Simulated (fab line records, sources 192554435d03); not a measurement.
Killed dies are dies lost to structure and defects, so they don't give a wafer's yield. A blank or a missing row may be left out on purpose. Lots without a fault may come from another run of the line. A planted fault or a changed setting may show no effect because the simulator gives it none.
Chamber matching | flow n5_finfet | N5_BEOL_M0_SAQP_PECVD_00 on pecvd-01: 3 sister chambers
The step deposits SiCN from 3MS/NH3, target thk 8 nm, time 14 s. 6 wafers are shown with their chamber, then 8 later ones without.

WAFERS WITH THEIR CHAMBER
wafer  | chamber | showerhead_plenum_p_Torr (Torr) | showerhead_vpp_V (V)
L082.5 | 2       | 3.666                           | 887
L083.5 | 1       | 3.682                           | 910
L087.1 | 2       | 3.672                           | 903
L087.2 | 0       | 3.651                           | 882
L087.3 | 1       | 3.668                           | 924
L086.3 | 0       | 3.644                           | 897

WAFERS WITHOUT THEIR CHAMBER
wafer  | showerhead_plenum_p_Torr (Torr) | showerhead_vpp_V (V)
L086.4 | 3.681                           | 892
L086.6 | 3.666                           | 892
L092.4 | 3.679                           | 888
L092.5 | 3.684                           | 883
L092.6 | 3.649                           | 882
L097.1 | 3.682                           | 917
L097.2 | 3.660                           | 890
L097.3 | 3.688                           | 898

WHICH CHAMBER EACH WENT THROUGH
wafer  | from the rows above          | in truth
L086.4 | can't be placed: 2 or 1      | 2
L086.6 | 2                            | 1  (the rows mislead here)
L092.4 | can't be placed: 2 or 1      | 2
L092.5 | can't be placed: 2 or 1      | 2
L092.6 | 0                            | 0
L097.1 | can't be placed: 1 or 2      | 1
L097.2 | can't be placed: 2 or 0 or 1 | 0
L097.3 | can't be placed: 1 or 2      | 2
Placed correctly: 1 of 8. Can't be placed from these rows: 6 (the true chamber is among the candidates in 6). Placed wrongly: 1.
How it was worked out, from the rows above alone: a wafer's distance from a chamber is the root of the sum, over the readings, of the square of ((its reading less the chamber's mean) divided by the reading's scatter). The wafer belongs to the nearest chamber; if the next one is less than 2 further off, it can't be placed. A chamber's mean is the mean of its shown wafers. The scatter: the root of (the sum of the squares of (reading less its chamber's mean) over the shown wafers, divided by (wafers less chambers)).
